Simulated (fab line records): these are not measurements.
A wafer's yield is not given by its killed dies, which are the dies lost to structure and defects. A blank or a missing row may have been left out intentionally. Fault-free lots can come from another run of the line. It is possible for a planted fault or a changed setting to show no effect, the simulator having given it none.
fab line records	flow n5-finfet	part 1 of 2: steps 1 to 19 of 25
record: lots: 5	wafers: 15	last-day: 14
route steps=1938 shown BEOL_M11@1554
lots that met no fault: taken from a fault-free run of the same line
start-h: start of the lot's first displayed wafer, in hours after the record's first day	wait-h: hours from the lot's prior step to this one	" the same as in the row above	L1.1+2: a single row standing in for several wafers	- either no value or no given start	* or withheld: withheld	< > ~ a bound
route shown NAME@n: names a module that has steps shown in the file, with the first one's number in the route	usual: mean and standard deviation over wafers with no fault	same: alike in all rows	chamber/n: place in a boat	sites: per-site readings	_std_site: standard deviation of those values	_edge_site: the outer-site mean with the inner-site mean subtracted	radius-mm: for every site, how far away it sits from the centre of the wafer	mask NAME#n: copy n	behind: the last tool/chamber to shape the wafer	hold: cause of the lot's hold/its duration in hours/its outcome	device: transistor that didn't switch, given as n, p or np	end of line: the route-end tests of the same wafers	where a step has no rows: the recipe by itself	killed: at the first sort, the dies lost to defects and structure; wafer yield is something else	map: a wafer's dies, x killed, . not, _ none there
set.NAME: the setting that was run; set.NAME@STEP: the one run at that earlier step	model.NAME: the simulator's own value behind a step, which no gauge read
a table for each step, a row for each wafer; lots at some steps of the route
services: from which hour (start-h, from the record's first day; less than 0 if before it) a tool's chamber was out of use, for how many hours, and why
== steps ==
step: N5_BEOL_M11_ETCH_62
recipe: chemistry: N2/H2	target: SOC	target-depth-a: 1100	overetch-a: 220	mask-material: SiARC	temp-c: 40	time-s: 165	ion-energy-ev: 200	pressure-mtorr: 30	source-w: 840	bias-w: 150	n2-flow-sccm: 200	h2-flow-sccm: 200
usual: drypump-motor-current-A: 5.8/0.36	h2-flow-sccm: 200.0/0.62	oes-product-au: 0.64/0.068	rf-vpp-V: 523.9/2.5	showerhead-plenum-p-Torr: 2.54/0.089	throttle-valve-pct: 17.9/0.33
lot.wafer	tool	chamber	start-h	wait-h	drypump-motor-current-A	h2-flow-sccm	oes-product-au	rf-hours-counter-h	rf-vpp-V	showerhead-plenum-p-Torr	throttle-valve-pct
L074.2	rie-diel-03	1	215.67	0.0	6.3	199.6	0.63	179	526.9	2.63	18.2
L074.4	"	0	"	"	5.7	200.5	0.61	197	526.7	2.63	17.8
L074.6	"	0	"	"	5.7	200.1	0.62	-	525.3	2.63	17.8
L076.1	rie-diel-03	2	228.43	0.0	6.0	200.3	0.80	9	527.8	2.68	17.7
L076.3	"	0	"	"	5.7	201.1	0.61	201	525.0	2.63	17.9
L076.5	"	1	"	"	6.2	200.3	0.63	-	524.8	2.63	18.2
L077.3	rie-diel-02	3	240.56	0.0	5.3	199.6	0.67	109	524.1	2.55	17.4
L077.4	"	0	"	"	6.3	201.2	0.61	216	523.9	2.54	18.5
L077.5	"	0	"	"	6.3	199.4	0.61	-	524.1	2.54	18.6
L082.2	rie-diel-01	2	277.12	0.0	6.3	199.4	0.63	186	520.0	2.44	18.1
L082.4	"	3	"	"	5.4	200.4	0.61	-	523.6	2.52	17.9
L082.6	"	2	"	"	6.3	200.1	0.63	-	519.3	2.44	18.1
L085.3	rie-diel-01	3	284.13	0.0	5.4	200.7	0.61	207	523.4	2.52	17.9
L085.4	"	1	"	"	5.5	199.1	0.59	-	523.3	2.50	18.0
L085.5	"	3	"	"	5.4	201.4	0.60	-	521.3	2.52	17.9
step: N5_BEOL_M11_STRIP_68
recipe: chemistry: N2/H2	temp-c: 40	n2-flow-sccm: 200	h2-flow-sccm: 200	rf-frequency-hz: 6e+07
lot.wafer	tool	chamber	start-h	wait-h
L074.2+4+6	rie-diel-03	1,0,0	215.80	0.1
L076.1+3+5	rie-diel-03	2,0,1	228.57	0.1
L077.3+4+5	rie-diel-02	3,0,0	240.70	0.1
L082.2+4+6	rie-diel-01	2,3,2	277.26	0.1
L085.3+4+5	rie-diel-01	3,1,3	284.27	0.1
step: N5_BEOL_M11_STRIP_67
recipe: chemistry: CF4	resist: SiARC	power-w: 300	bias-power-w: 75	pressure-mtorr: 50	cf4-flow-sccm: 150	rf-frequency-hz: 6e+07
usual: drypump-motor-current-A: 5.8/0.35	oes-product-au: 0.76/0.08	rf-vpp-V: 271.2/1.7	showerhead-plenum-p-Torr: 1.80/0.055	throttle-valve-pct: 13.73/0.28
lot.wafer	tool	chamber	start-h	wait-h	drypump-motor-current-A	oes-product-au	rf-hours-counter-h	rf-vpp-V	showerhead-plenum-p-Torr	throttle-valve-pct
L074.2	rie-diel-03	1	215.81	0.0	6.3	0.75	179	274.0	1.87	13.99
L074.4	"	0	"	"	5.7	0.72	197	272.5	1.84	13.72
L074.6	"	0	"	"	5.7	0.73	-	271.5	1.84	13.69
L076.1	rie-diel-03	2	228.58	0.0	6.0	0.97	9	274.9	1.88	13.43
L076.3	"	0	"	"	5.7	0.73	201	273.7	1.84	13.71
L076.5	"	1	"	"	6.3	0.74	-	271.6	1.86	13.99
L077.3	rie-diel-02	3	240.71	0.0	5.3	0.79	109	270.2	1.77	13.12
L077.4	"	0	"	"	6.2	0.72	216	271.1	1.79	14.04
L077.5	"	0	"	"	6.3	0.72	-	270.6	1.79	14.04
L082.2	rie-diel-01	2	277.27	0.0	6.3	0.74	186	269.7	1.74	13.75
L082.4	"	3	"	"	5.4	0.72	-	270.2	1.79	13.79
L082.6	"	2	"	"	6.3	0.73	-	269.0	1.73	13.75
L085.3	rie-diel-01	3	284.28	0.0	5.4	0.72	207	271.1	1.79	13.80
L085.4	"	1	"	"	5.5	0.70	-	270.8	1.77	13.87
L085.5	"	3	"	"	5.4	0.71	-	268.6	1.78	13.80
step: N5_BEOL_M11_HM_OPEN_17
recipe: chemistry: Cl2/BCl3	target-depth-a: 200	overetch-a: 60	target: TiN	mask-material: SOC	ion-energy-ev: 150	pressure-mtorr: 10	icp-w: 1000	bias-w: 126	Cl2_flow_sccm: 53.25	bcl3-flow-sccm: 21.75	Ar_flow_sccm: 25
usual: drypump-motor-current-A: 5.7/0.59	oes-product-au: 0.67/0.07	throttle-valve-pct: 21.98/0.26
lot.wafer	tool	chamber	start-h	wait-h	drypump-motor-current-A	oes-product-au	rf-hours-counter-h	throttle-valve-pct
L074.2	rie-metal-01	1	215.85	0.0	6.2	0.62	52	21.79
L074.4	"	0	"	"	5.2	0.67	-	22.33
L074.6	"	0	"	"	5.2	0.66	-	22.35
L076.1	rie-metal-03	1	228.62	0.0	4.9	0.75	10	22.25
L076.3	"	1	"	"	4.9	0.75	-	22.25
L076.5	"	0	"	"	5.8	0.57	-	22.03
L077.3	rie-metal-01	0	240.78	0.1	5.2	0.67	-	22.33
L077.4	"	1	"	"	6.2	0.61	-	21.78
L077.5	"	0	"	"	5.2	0.66	-	22.37
L082.2	rie-metal-03	1	277.31	0.0	4.9	0.73	14	22.25
L082.4	"	1	"	"	4.9	0.74	-	22.23
L082.6	"	1	"	"	4.9	0.72	-	22.25
L085.3	rie-metal-03	0	284.35	0.1	5.8	0.57	-	22.05
L085.4	"	1	"	"	4.9	0.73	-	22.25
L085.5	"	0	"	"	5.8	0.56	-	22.05
step: N5_BEOL_M11_STRIP_19
recipe: chemistry: O2	power-w: 400	temp-c: 40	pressure-mtorr: 30	rf-frequency-hz: 6e+07	bias-power-w: 0	overash-fraction: 0.2	o2-flow-sccm: 225
usual: drypump-motor-current-A: 5.8/0.35	oes-product-au: 0.76/0.09	rf-vpp-V: 3.7/0.62	showerhead-plenum-p-Torr: 2.09/0.076	throttle-valve-pct: 16.77/0.22
lot.wafer	tool	chamber	start-h	wait-h	drypump-motor-current-A	oes-product-au	rf-hours-counter-h	rf-vpp-V	showerhead-plenum-p-Torr	throttle-valve-pct
L074.2	rie-diel-03	1	215.96	0.1	6.2	0.74	179	3.3	2.14	16.88
L074.4	"	0	"	"	5.7	0.72	197	2.5	2.20	16.97
L074.6	"	0	"	"	5.7	0.73	-	2.9	2.20	16.94
L076.1	rie-diel-02	3	228.73	0.1	5.3	0.78	104	4.2	2.09	16.23
L076.3	"	2	"	"	5.2	0.68	213	3.4	2.08	16.98
L076.5	"	3	"	"	5.3	0.78	-	5.2	2.09	16.23
L077.3	rie-diel-01	3	240.88	0.1	5.4	0.70	192	4.2	2.08	16.76
L077.4	"	2	"	"	6.3	0.73	-	4.7	1.99	16.62
L077.5	"	1	"	"	5.5	0.71	-	2.9	2.07	16.90
L082.2	rie-diel-03	3	277.42	0.1	5.7	0.70	219	2.5	1.99	16.81
L082.4	"	0	"	"	5.7	0.71	211	3.5	2.19	16.97
L082.6	"	3	"	"	5.7	0.71	-	3.8	1.99	16.81
L085.3	rie-diel-02	0	284.43	0.1	6.2	0.70	233	3.8	2.03	16.89
L085.4	"	0	"	"	6.3	0.71	-	3.3	2.03	16.89
L085.5	"	1	"	"	5.8	0.87	-	3.5	2.05	16.52
step: N5_BEOL_M11_CD_MEAS_18
recipe: pitch-nm: 140	target-cd-nm: 70
usual: cd-nm: 69.8/0.8
lot.wafer	tool	chamber	start-h	wait-h	cd-nm
L074.2	cd-sem-03	-	216.03	0.1	69.0
L074.4	"	-	"	"	68.1
L074.6	"	-	"	"	69.3
L076.1	cd-sem-03	-	228.80	0.1	70.7
L076.3	"	-	"	"	70.4
L076.5	"	-	"	"	69.1
L077.3	cd-sem-03	-	240.95	0.1	70.7
L077.4	"	-	"	"	69.7
L077.5	"	-	"	"	69.9
L082.2	cd-sem-02	-	277.49	0.1	71.3
L082.4	"	-	"	"	69.4
L082.6	"	-	"	"	70.8
L085.3	cd-sem-01	-	284.50	0.1	69.0
L085.4	"	-	"	"	70.5
L085.5	"	-	"	"	69.1
step: N5_BEOL_M11_COAT_63
recipe: resist: SOC	temp-c: 250	time-s: 60	spin-rpm: 1500	resist-thk-nm: 100
usual: exhaust-pa: 45.0/0.83	heater-power-total-W: 500.2/1.7	plate-temp-C: 250.02/0.18
lot.wafer	tool	chamber	start-h	wait-h	exhaust-pa	heater-power-total-W	plate-temp-C
L074.2	litho-track-01	0	216.07	0.0	44.7	501.2	250.11
L074.4	"	0	"	"	45.7	498.8	250.05
L074.6	"	0	"	"	45.6	501.4	250.09
L076.1	litho-track-04	0	231.66	2.9	45.0	500.3	250.41
L076.3	"	0	"	"	44.9	500.4	250.28
L076.5	"	0	"	"	46.5	497.8	249.90
L077.3	litho-track-05	0	241.35	0.4	45.2	499.2	249.94
L077.4	"	0	"	"	45.8	501.5	250.38
L077.5	"	0	"	"	44.4	500.8	250.23
L082.2	litho-track-01	0	278.20	0.7	44.0	500.8	250.04
L082.4	"	0	"	"	45.2	502.4	250.19
L082.6	"	0	"	"	44.8	500.1	250.08
L085.3	litho-track-01	0	285.38	0.9	44.0	499.7	250.05
L085.4	"	0	"	"	44.6	498.6	250.21
L085.5	"	0	"	"	44.0	497.3	249.88
step: N5_BEOL_M11_COAT_64
recipe: resist: SiARC	temp-c: 220	time-s: 60	spin-rpm: 1500	resist-thk-nm: 30
usual: exhaust-pa: 45.0/0.92	heater-power-total-W: 427.7/2.1	plate-temp-C: 220.04/0.18
lot.wafer	tool	chamber	start-h	wait-h	exhaust-pa	heater-power-total-W	plate-temp-C
L074.2	litho-track-01	0	-	-	45.1	430.9	220.19
L074.4	"	0	"	"	46.4	427.2	220.11
L074.6	"	0	"	"	45.5	425.0	220.38
L076.1	litho-track-04	0	-	-	45.8	425.7	220.08
L076.3	"	0	"	"	45.8	428.6	220.24
L076.5	"	0	"	"	45.1	426.8	220.01
L077.3	litho-track-05	0	-	-	46.4	424.5	219.71
L077.4	"	0	"	"	43.9	425.3	219.83
L077.5	"	0	"	"	45.1	428.8	219.87
L082.2	litho-track-01	0	-	-	44.1	430.1	220.16
L082.4	"	0	"	"	43.5	429.8	220.10
L082.6	"	0	"	"	43.5	429.2	219.98
L085.3	litho-track-01	0	-	-	44.5	424.1	220.03
L085.4	"	0	"	"	44.1	430.0	220.00
L085.5	"	0	"	"	43.4	425.4	220.32
step: N5_BEOL_M11_COAT_22
recipe: resist: CAR-ArF	spin-rpm: 1500	resist-thk-nm: 90
usual: exhaust-pa: 44.8/0.99
lot.wafer	tool	chamber	start-h	wait-h	exhaust-pa
L074.2	litho-track-01	0	-	-	45.3
L074.4	"	0	"	"	44.9
L074.6	"	0	"	"	45.0
L076.1	litho-track-04	0	-	-	44.4
L076.3	"	0	"	"	45.4
L076.5	"	0	"	"	46.6
L077.3	litho-track-05	0	-	-	44.3
L077.4	"	0	"	"	44.0
L077.5	"	0	"	"	45.4
L082.2	litho-track-01	0	-	-	42.5
L082.4	"	0	"	"	43.0
L082.6	"	0	"	"	42.5
L085.3	litho-track-01	0	-	-	44.3
L085.4	"	0	"	"	44.7
L085.5	"	0	"	"	44.4
step: N5_BEOL_M11_EBR_24
recipe: solvent: PGMEA	ebr-width-mm: 1.5
usual: exhaust-pa: 45.0/0.84
lot.wafer	tool	chamber	start-h	wait-h	exhaust-pa
L074.2	litho-track-01	0	-	-	45.4
L074.4	"	0	"	"	45.1
L074.6	"	0	"	"	44.1
L076.1	litho-track-04	0	-	-	46.3
L076.3	"	0	"	"	45.2
L076.5	"	0	"	"	44.1
L077.3	litho-track-05	0	-	-	44.2
L077.4	"	0	"	"	45.1
L077.5	"	0	"	"	45.6
L082.2	litho-track-01	0	-	-	44.6
L082.4	"	0	"	"	45.3
L082.6	"	0	"	"	46.2
L085.3	litho-track-01	0	-	-	44.9
L085.4	"	0	"	"	44.1
L085.5	"	0	"	"	46.0
step: N5_BEOL_M11_SOFTBAKE_23
recipe: temp-c: 110	time-s: 60	resist: CAR-ArF
usual: exhaust-pa: 44.8/0.83	heater-power-total-W: 175.2/1.6	plate-temp-C: 110.00/0.13
lot.wafer	tool	chamber	start-h	wait-h	exhaust-pa	heater-power-total-W	plate-temp-C
L074.2	litho-track-01	0	-	-	45.9	175.6	109.99
L074.4	"	0	"	"	44.2	175.9	110.02
L074.6	"	0	"	"	45.1	175.1	110.06
L076.1	litho-track-04	0	-	-	44.2	173.3	110.14
L076.3	"	0	"	"	45.0	176.9	109.95
L076.5	"	0	"	"	44.3	176.2	110.17
L077.3	litho-track-05	0	-	-	44.3	173.0	109.95
L077.4	"	0	"	"	45.3	173.0	109.88
L077.5	"	0	"	"	43.1	177.3	110.13
L082.2	litho-track-01	0	-	-	45.9	175.5	110.10
L082.4	"	0	"	"	44.9	174.0	110.17
L082.6	"	0	"	"	44.6	176.1	110.20
L085.3	litho-track-01	0	-	-	44.7	173.2	110.03
L085.4	"	0	"	"	44.6	174.2	109.94
L085.5	"	0	"	"	44.2	173.0	109.93
step: N5_BEOL_M11_EXPOSE_25
recipe: mask-id: V10	na: 1.35	source-shape: annular	sigma-inner: 0.5	sigma-outer: 0.8	polarization: unpolarized	dose-mj: 85.5
lot.wafer	tool	chamber	start-h	wait-h	mask
L074.2+4+6	arfi-scanner-02	0	216.32	-	V10#0
L076.1+3+5	arfi-scanner-01	0	231.77	-	V10#0
L077.3+4+5	arfi-scanner-01	0	241.48	-	V10#0
L082.2+4+6	arfi-scanner-03	0	278.49	-	V10#0
L085.3+4+5	arfi-scanner-03	0	285.51	-	V10#0
step: N5_BEOL_M11_PEB_26
recipe: peb-temp-c: withheld	peb-time-s: 60	resist: CAR-ArF
usual: exhaust-pa: 44.9/0.84
lot.wafer	tool	chamber	start-h	wait-h	exhaust-pa
L074.2	litho-track-04	0	216.38	0.1	44.7
L074.4	"	0	"	"	44.9
L074.6	"	0	"	"	43.6
L076.1	litho-track-05	0	231.84	0.1	44.6
L076.3	"	0	"	"	44.2
L076.5	"	0	"	"	45.1
L077.3	litho-track-05	0	241.53	0.0	44.9
L077.4	"	0	"	"	46.3
L077.5	"	0	"	"	45.1
L082.2	litho-track-01	0	278.54	0.1	45.9
L082.4	"	0	"	"	45.2
L082.6	"	0	"	"	45.6
L085.3	litho-track-01	0	285.56	0.0	44.2
L085.4	"	0	"	"	44.2
L085.5	"	0	"	"	43.6
step: N5_BEOL_M11_DEVELOP_27
recipe: develop-time-s: 30	developer: TMAH	resist: CAR-ArF	rinse-liquid: diw	dry: air-spin	dev-temp-c: 23
usual: exhaust-pa: 45.0/0.99
lot.wafer	tool	chamber	start-h	wait-h	exhaust-pa
L074.2	litho-track-04	0	-	-	45.6
L074.4	"	0	"	"	45.5
L074.6	"	0	"	"	45.2
L076.1	litho-track-05	0	-	-	43.8
L076.3	"	0	"	"	45.4
L076.5	"	0	"	"	45.6
L077.3	litho-track-05	0	-	-	44.2
L077.4	"	0	"	"	47.0
L077.5	"	0	"	"	45.3
L082.2	litho-track-01	0	-	-	43.2
L082.4	"	0	"	"	43.8
L082.6	"	0	"	"	43.8
L085.3	litho-track-01	0	-	-	43.2
L085.4	"	0	"	"	43.9
L085.5	"	0	"	"	42.9
step: N5_BEOL_M11_CD_MEAS_28
recipe: target-cd-nm: 70	landing-energy-ev: 500	detector: se-inlens	polarity: opening
usual: cd-nm: 69.9/1.5
lot.wafer	tool	chamber	start-h	wait-h	cd-nm
L074.2	cd-sem-03	0	216.45	-	69.0
L074.4	"	0	"	"	71.8
L074.6	"	0	"	"	70.6
L076.1	cd-sem-02	0	231.90	-	70.5
L076.3	"	0	"	"	69.4
L076.5	"	0	"	"	69.9
L077.3	cd-sem-01	0	241.60	-	68.5
L077.4	"	0	"	"	66.4
L077.5	"	0	"	"	68.6
L082.2	cd-sem-02	0	278.61	-	69.2
L082.4	"	0	"	"	69.8
L082.6	"	0	"	"	70.6
L085.3	cd-sem-03	0	285.63	-	67.3
L085.4	"	0	"	"	68.9
L085.5	"	0	"	"	70.2
step: N5_BEOL_M11_OVL_MEAS_29
recipe: points-per-wafer: 44
usual: V10_OVL: 0.0/0.64
same: points-per-wafer: 44
lot.wafer	tool	chamber	start-h	wait-h	V10_OVL[nm]
L074.2	overlay-01	0	216.47	0.0	-0.3
L074.4	"	0	"	"	-0.8
L074.6	"	0	"	"	0.0
L076.1	overlay-02	0	231.93	0.0	-0.1
L076.3	"	0	"	"	-0.7
L076.5	"	0	"	"	-0.2
L077.3	overlay-01	0	241.63	0.0	-0.3
L077.4	"	0	"	"	-0.5
L077.5	"	0	"	"	-0.7
L082.2	overlay-01	0	278.64	0.0	-1.3
L082.4	"	0	"	"	-1.1
L082.6	"	0	"	"	-0.5
L085.3	overlay-02	0	285.66	0.0	-0.5
L085.4	"	0	"	"	-0.5
L085.5	"	0	"	"	-0.1
step: N5_BEOL_M11_INSPECT_30
recipe: mode: adi	inspect-instrument: brightfield
usual: raw-defect-count: 362/82
lot.wafer	tool	chamber	start-h	wait-h	raw-defect-count
L074.2	defect-inspect-01	-	216.50	0.0	444
L074.4	"	-	"	"	466
L074.6	"	-	"	"	421
L076.1	defect-inspect-01	-	231.96	0.0	296
L076.3	"	-	"	"	429
L076.5	"	-	"	"	312
L077.3	defect-inspect-01	-	241.65	0.0	396
L077.4	"	-	"	"	231
L077.5	"	-	"	"	276
L082.2	defect-inspect-01	-	278.67	0.0	409
L082.4	"	-	"	"	310
L082.6	"	-	"	"	300
L085.3	defect-inspect-01	-	285.68	0.0	412
L085.4	"	-	"	"	432
L085.5	"	-	"	"	662
step: N5_BEOL_M11_DESCUM_33
recipe: chemistry: O2	time-s: 7.9	source-power-w: 50	bias-power-w: 20	pressure-mtorr: 20	rf-frequency-hz: 2.712e+07	temp-c: 40	resist: CAR-ArF	o2-flow-sccm: 225
usual: drypump-motor-current-A: 5.7/0.37	oes-product-au: 0.76/0.089	rf-vpp-V: 243.0/1.3	showerhead-plenum-p-Torr: 2.08/0.067	throttle-valve-pct: 20.48/0.24
lot.wafer	tool	chamber	start-h	wait-h	drypump-motor-current-A	oes-product-au	rf-hours-counter-h	rf-vpp-V	showerhead-plenum-p-Torr	throttle-valve-pct
L074.2	rie-diel-03	0	216.53	0.0	5.7	0.72	197	244.2	2.19	20.73
L074.4	"	1	"	"	6.2	0.74	180	246.4	2.14	20.64
L074.6	"	0	"	"	5.7	0.73	-	245.5	2.19	20.72
L076.1	rie-diel-02	3	231.99	0.0	5.4	0.79	105	243.4	2.09	19.92
L076.3	"	1	"	"	5.8	0.91	38	242.8	2.05	20.24
L076.5	"	0	"	"	6.3	0.72	-	243.4	2.03	20.60
L077.3	rie-diel-02	0	241.69	0.0	6.3	0.72	217	243.0	2.03	20.60
L077.4	"	2	"	"	5.1	0.68	218	243.1	2.08	20.69
L077.5	"	1	"	"	5.8	0.90	-	242.4	2.05	20.25
L082.2	rie-diel-02	1	278.70	0.0	5.7	0.89	55	241.7	2.05	20.27
L082.4	"	2	"	"	5.1	0.68	-	242.3	2.07	20.70
L082.6	"	1	"	"	5.7	0.87	-	242.6	2.05	20.26
L085.3	rie-diel-03	0	285.72	0.0	5.7	0.70	214	243.5	2.19	20.75
L085.4	"	2	"	"	6.0	0.95	21	245.1	2.24	20.58
L085.5	"	1	"	"	6.2	0.73	-	244.4	2.14	20.65
step: N5_BEOL_M11_ETCH_65
recipe: chemistry: CF4	target: SiARC	target-depth-a: 390	mask-material: CAR-ArF	time-s: 65	ion-energy-ev: 80	pressure-mtorr: 40	source-w: 545	bias-w: 36	Ar_flow_sccm: 100	cf4-flow-sccm: 100	ends: cleared
usual: drypump-motor-current-A: 5.7/0.37	etch-rf-on-time-s: 65.0/2.7	oes-product-au: 0.65/0.078	rf-vpp-V: 183.9/1.2	showerhead-plenum-p-Torr: 2.13/0.057	throttle-valve-pct: 15.71/0.28
lot.wafer	tool	chamber	start-h	wait-h	drypump-motor-current-A	etch-rf-on-time-s	oes-product-au	rf-hours-counter-h	rf-vpp-V	showerhead-plenum-p-Torr	throttle-valve-pct
L074.2	rie-diel-03	0	216.57	0.0	5.7	68.7	0.60	197	185.9	2.20	15.68
L074.4	"	1	"	"	6.2	65.4	0.64	180	184.5	2.22	16.01
L074.6	"	0	"	"	5.7	69.0	0.60	-	186.2	2.20	15.68
L076.1	rie-diel-02	3	232.03	0.0	5.3	65.8	0.67	105	184.4	2.13	15.16
L076.3	"	1	"	"	5.8	64.0	0.78	38	182.8	2.11	15.48
L076.5	"	0	"	"	6.3	65.8	0.61	-	184.6	2.14	16.11
L077.3	rie-diel-02	0	241.73	0.0	6.2	65.0	0.60	217	184.0	2.14	16.12
L077.4	"	2	"	"	5.1	63.0	0.59	218	184.5	2.11	15.88
L077.5	"	1	"	"	5.8	64.8	0.76	-	183.0	2.11	15.47
L082.2	rie-diel-02	1	278.73	0.0	5.8	62.9	0.76	55	181.9	2.10	15.51
L082.4	"	2	"	"	5.2	62.6	0.59	-	184.0	2.10	15.89
L082.6	"	1	"	"	5.7	63.7	0.75	-	183.6	2.10	15.49
L085.3	rie-diel-03	0	285.75	0.0	5.7	69.5	0.59	214	183.7	2.19	15.74
L085.4	"	2	"	"	6.0	62.3	0.81	21	187.8	2.25	15.53
L085.5	"	1	"	"	6.2	65.6	0.63	-	184.4	2.22	16.04
